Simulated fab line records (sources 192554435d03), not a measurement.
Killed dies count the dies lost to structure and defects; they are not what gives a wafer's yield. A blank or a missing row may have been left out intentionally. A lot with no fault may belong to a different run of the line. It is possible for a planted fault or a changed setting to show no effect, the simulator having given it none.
A lot that was struck, set against a sound lot || flow n5-finfet || 23 steps out of a route of 1938
Sound: wafers L559.1, L559.4, L559.5. Struck: wafers L580.1, L580.4. (L580.3 of the same lot was not struck and is left out.) The cause comes at the end.
Order at every step that has rows: each side's tool, ch and its chambers, its first start. Under that, the readings that differ: sound wafers || struck wafers || difference of the means || sigmas: that difference in standard deviations of wafers without a fault.
alike: readings whose means differ by less than 2 such deviations, and words and numbers that are the same on both sides. not compared: withheld readings, readings that some wafer has no value for, bounds like >300 that may hide the same value, and numbers for which the record gives no deviation and whose values overlap.
A row with sigmas, a row that says differs or no value, or rows on one side alone: a step with any of these is where the two part. Non-overlapping numbers with no deviation appear without sigmas and do not part them. A reading missing from all wafers of one side parts the sides only when that side holds two or more wafers.

first, 3 steps without rows for these wafers: N5_PMOS_HMC_CHANNEL_EPI_EXPOSE_06 (exposes mask PMOS HMC BLK, target cd 240 nm); N5_PMOS_HMC_CHANNEL_EPI_PEB_07 (peb time 60 s); N5_PMOS_HMC_CHANNEL_EPI_DEVELOP_08 (develop time 30 s).
N5_PMOS_HMC_CHANNEL_EPI_CD_MEAS_09 targets a cd of 237.4 nm.
  sound on cd-sem-03 ch 0, day 2 05:31; struck on cd-sem-02 ch 0, day 7 11:40
  alike: cd-nm
N5_PMOS_HMC_CHANNEL_EPI_OVL_MEAS_10:
  sound on overlay-02 ch 0, day 2 05:32; struck on overlay-01 ch 0, day 7 11:41
  alike: PMOS_HMC_BLK_OVL
N5_PMOS_HMC_CHANNEL_EPI_INSPECT_11: inspects for defects (macro).
  sound on defect-inspect-02 at day 2 05:34; struck on defect-inspect-02 at day 7 11:43
{"reading": "raw-defect-count", "sound": "6 3 6", "struck": "1 3", "difference": -3, "sigmas": -2}
N5_PMOS_HMC_CHANNEL_EPI_DESCUM_14: chemistry O2, time 7.9 s.
  sound on rie-diel-01 ch 1,3, day 2 05:36; struck on rie-diel-01 ch 0,1, day 7 11:45
  alike: drypump-motor-current-A, oes-product-au, rf-vpp-V, showerhead-plenum-p-Torr, throttle-valve-pct
  not compared: rf-hours-counter-h
N5_PMOS_HMC_CHANNEL_EPI_ETCH_32: etches BARC in N2/H2, stops on SiO2, target depth 85.8 nm, time 50.3 s.
  sound on rie-diel-01 ch 1,3, day 2 05:38; struck on rie-diel-01 ch 0,1, day 7 11:47
  alike: bias-w, drypump-motor-current-A, oes-product-au, rf-vpp-V, showerhead-plenum-p-Torr, throttle-valve-pct
  not compared: rf-hours-counter-h
N5_PMOS_HMC_CHANNEL_EPI_HM_OPEN_15: chemistry CHF3/O2, target SiO2, target depth 40.6 nm, time 20.3 s.
  sound on rie-diel-01 ch 1,3, day 2 05:41; struck on rie-diel-01 ch 0,1, day 7 11:49
  alike: bias-w, drypump-motor-current-A, oes-product-au, rf-vpp-V, showerhead-plenum-p-Torr, throttle-valve-pct
  not compared: rf-hours-counter-h
then, 2 steps without rows for these wafers: N5_PMOS_HMC_CHANNEL_EPI_STRIP_33 (strips in N2/H2); N5_PMOS_HMC_CHANNEL_EPI_STRIP_17 (strips in SPM, time 750 s).
N5_PMOS_HMC_CHANNEL_EPI_ETCH_38: etches SiO2 in CF4, target depth 1.5 nm.
  sound on rie-si-06 ch 2,3, day 2 06:02; struck on rie-si-05 ch 1,2, day 7 12:12
  alike: bias-w, cf4-flow-sccm, drypump-motor-current-A, oes-product-au, throttle-valve-pct
  not compared: rf-hours-counter-h
N5_PMOS_HMC_CHANNEL_EPI_FIN_RECESS_16: chemistry HBr/Cl2, target Si, target depth 54 nm, time 18 s.
  sound on rie-si-06 ch 2,3, day 2 06:04; struck on rie-si-05 ch 1,2, day 7 12:13
{"reading": "bias-w (W)", "sound": "75.20 75.07 75.01", "struck": "- -", "difference": "no value on the struck wafers", "sigmas": ""}
{"reading": "model.etch.depth-nm (nm)", "sound": "53.86 55.05 54.07", "struck": "43.24 42.98", "difference": -11.22, "sigmas": ""}
{"reading": "model.PMOS_HMC_CHANNEL_EPI.feature-depth-nm (nm)", "sound": "53.86 55.05 54.07", "struck": "43.24 42.98", "difference": -11.22, "sigmas": ""}
  alike: drypump-motor-current-A, oes-product-au, throttle-valve-pct
  not compared: rf-hours-counter-h, model.SiO2_of_PMOS_HMC_CHANNEL_EPI_HM_DEP_34.thk-nm
then, 1 step without rows for these wafers: N5_PMOS_HMC_CHANNEL_EPI_PRECLEAN_36 (cleans in O3/DIW, time 45 s).
N5_PMOS_HMC_CHANNEL_EPI_PRECLEAN_18: cleans in DHF, time 30 s.
  sound on wet-bench-03 ch 0,3,7, day 2 06:10; struck on wet-bench-06 ch 5,7, day 7 12:20
  not compared: model.SiO2_of_PMOS_HMC_CHANNEL_EPI_HM_DEP_34.thk-nm
then, 4 steps without rows for these wafers: N5_PMOS_HMC_CHANNEL_EPI_SRD_19 (time 30 s); N5_PMOS_HMC_CHANNEL_EPI_EPI_20 (deposits SiGe30, target thk 59 nm); N5_PMOS_HMC_CHANNEL_EPI_HM_STRIP_35 (strips SiO2 in dHF, material SiO2, target depth 39.6 nm, time 216 s); N5_PMOS_HMC_CHANNEL_EPI_SRD_39 (time 30 s).
N5_PMOS_HMC_CHANNEL_EPI_CMP_21: polishes SiGe30, target thk 54 nm.
  sound on cmp-01 ch 1,3, day 2 08:30; struck on cmp-04 ch 0,2, day 7 13:44
  alike: edge-zone-pressure-frac, motor-current-A
N5_PMOS_HMC_CHANNEL_EPI_THK_MEAS_22:
  sound on film-metro-02 at day 2 08:47; struck on film-metro-01 at day 7 14:02
{"reading": "HMC_CMP_THK (nm)", "sound": "54.0 55.1 54.3", "struck": "43.3 42.9", "difference": -11.4, "sigmas": -10}
then, 1 step without rows for these wafers: N5_PMOS_HMC_CHANNEL_EPI_PRECLEAN_40 (cleans in DHF, time 30 s).
-- record jumps: 10 days separate the struck wafers' starts on either side; left off in module PMOS_HMC_CHANNEL_EPI, taken up again in module PASSIVATION, whose first shown step is the route's number 1936 --
N5_PASSIVATION_PROBE_49:
  sound on prober-01 at day 12 13:31; struck on prober-01 at day 17 23:47
  alike: killed_at_M0_to_M3, killed_at_M4_up, killed-at-contacts, killed-at-front-end, killed-at-other, killed-dies, killed-open, killed-short

WHERE THEY PART
Earliest at N5_PMOS_HMC_CHANNEL_EPI_INSPECT_11; latest, in this record, at N5_PMOS_HMC_CHANNEL_EPI_THK_MEAS_22. Later steps at which nothing parts them and some readings are alike: N5_PASSIVATION_PROBE_49.

WHY: the cause the simulator had injected
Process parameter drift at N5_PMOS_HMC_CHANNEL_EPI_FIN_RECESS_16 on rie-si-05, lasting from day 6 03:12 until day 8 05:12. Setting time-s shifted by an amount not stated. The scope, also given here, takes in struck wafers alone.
